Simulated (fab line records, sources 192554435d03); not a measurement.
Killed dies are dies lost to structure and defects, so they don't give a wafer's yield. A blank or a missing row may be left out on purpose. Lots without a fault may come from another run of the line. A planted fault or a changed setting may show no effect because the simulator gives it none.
Split-lot experiment | flow n5_finfet | 7 lots, 21 wafers read, on a route of 1938 steps

THE SPLIT
At N5_FIN_SAQP_EXPOSE_13 (exposes mask FIN CORE, target cd 35.6 nm), the setting dose_mj was moved away from the recipe's 63.25 on 8 of the 21 wafers read, by -4.5% to +3.0%. The other wafers ran this setting at the recipe's value.

FROM THE SPLIT TO THE READING: what the file shows between them, 2 steps
- N5_FIN_SAQP_PEB_14: peb time 60 s
- N5_FIN_SAQP_DEVELOP_15: develop time 30 s

THE READING
cd_nm, in nm, at N5_FIN_SAQP_CD_MEAS_16 (target cd 35.6 nm). Fault-free wafers of this fab line usually give 35.62 nm, standard deviation 0.27 nm.

wafer  | tool, chamber at the split | dose_mj as run | against the recipe | cd_nm, nm | against lot-mates on the recipe
L079.1 | arfi_scanner-03, 0         | 65.12          | +3.0%              | 35.09     | -0.71
L079.2 | arfi_scanner-03, 0         | 63.25          | recipe             | 35.80     | -
L079.6 | arfi_scanner-03, 0         | 65.12          | +3.0%              | 34.69     | -1.11
L081.3 | arfi_scanner-01, 0         | 63.25          | recipe             | 35.35     | -
L081.5 | arfi_scanner-01, 0         | 63.25          | recipe             | 35.35     | -
L081.6 | arfi_scanner-01, 0         | 63.25          | recipe             | 35.95     | -
L082.1 | arfi_scanner-03, 0         | 63.25          | recipe             | 35.58     | -
L082.2 | arfi_scanner-03, 0         | 63.25          | recipe             | 36.06     | -
L082.3 | arfi_scanner-03, 0         | 63.25          | recipe             | 35.48     | -
L086.3 | arfi_scanner-03, 0         | 63.25          | recipe             | 35.42     | -
L086.5 | arfi_scanner-03, 0         | 63.25          | recipe             | 35.73     | -
L086.6 | arfi_scanner-03, 0         | 63.25          | recipe             | 35.47     | -
L088.1 | arfi_scanner-01, 0         | 60.41          | -4.5%              | 36.83     | +1.60
L088.2 | arfi_scanner-01, 0         | 60.41          | -4.5%              | 36.74     | +1.51
L088.4 | arfi_scanner-01, 0         | 63.25          | recipe             | 35.23     | -
L093.3 | arfi_scanner-03, 0         | 61.38          | -3.0%              | 36.17     | +0.81
L093.4 | arfi_scanner-03, 0         | 63.25          | recipe             | 35.36     | -
L093.5 | arfi_scanner-03, 0         | 61.38          | -3.0%              | 36.08     | +0.72
L095.1 | arfi_scanner-01, 0         | 61.31          | -3.1%              | 36.59     | +0.83
L095.2 | arfi_scanner-01, 0         | 61.31          | -3.1%              | 36.69     | +0.93
L095.4 | arfi_scanner-01, 0         | 63.25          | recipe             | 35.76     | -

THE FIT
A straight line over all 21 wafers: cd_nm changes by -0.259 nm for each +1% of dose_mj; r = -0.91; the points scatter about the line by 0.24 nm.
The same after taking each lot's own level away (the mean of its wafers on the recipe; 21 wafers): -0.312 nm for each +1%; r = -0.96; scatter 0.19 nm.
On that fit, the largest move of dose_mj shifts the reading by 1.4 nm.
The lots' own levels span 35.230 to 35.800 nm, that is 2.1 times the standard deviation above.
So the lot-to-lot level changes the slope: the two fits differ.
Check: with one of the wafers moved furthest among these (-4.5%) left out of the fit, the line predicts +1.34 nm for it against its lot-mates. It came out at +1.6 nm against them.

OTHER SPLITS ON THESE WAFERS
These wafers also went through other splits before the reading. Each is held against what the fit with the lots' levels taken away leaves over:
other split on the same wafers          | wafers away from the commonest value | r with cd_nm (lot level and that fit taken away)
N5_ZERO_LAYER_EXPOSE_08 dose_mj         | 5                                    | -0.24
N5_ZERO_LAYER_DEVELOP_10 develop_time_s | 3                                    | +0.31
N5_WELL_APT_PEB_23 peb_time_s           | 7                                    | -0.24

THE FILE'S OWN FIT
cd_nm changes by -0.312 nm for each +1% of dose_mj, r = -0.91.
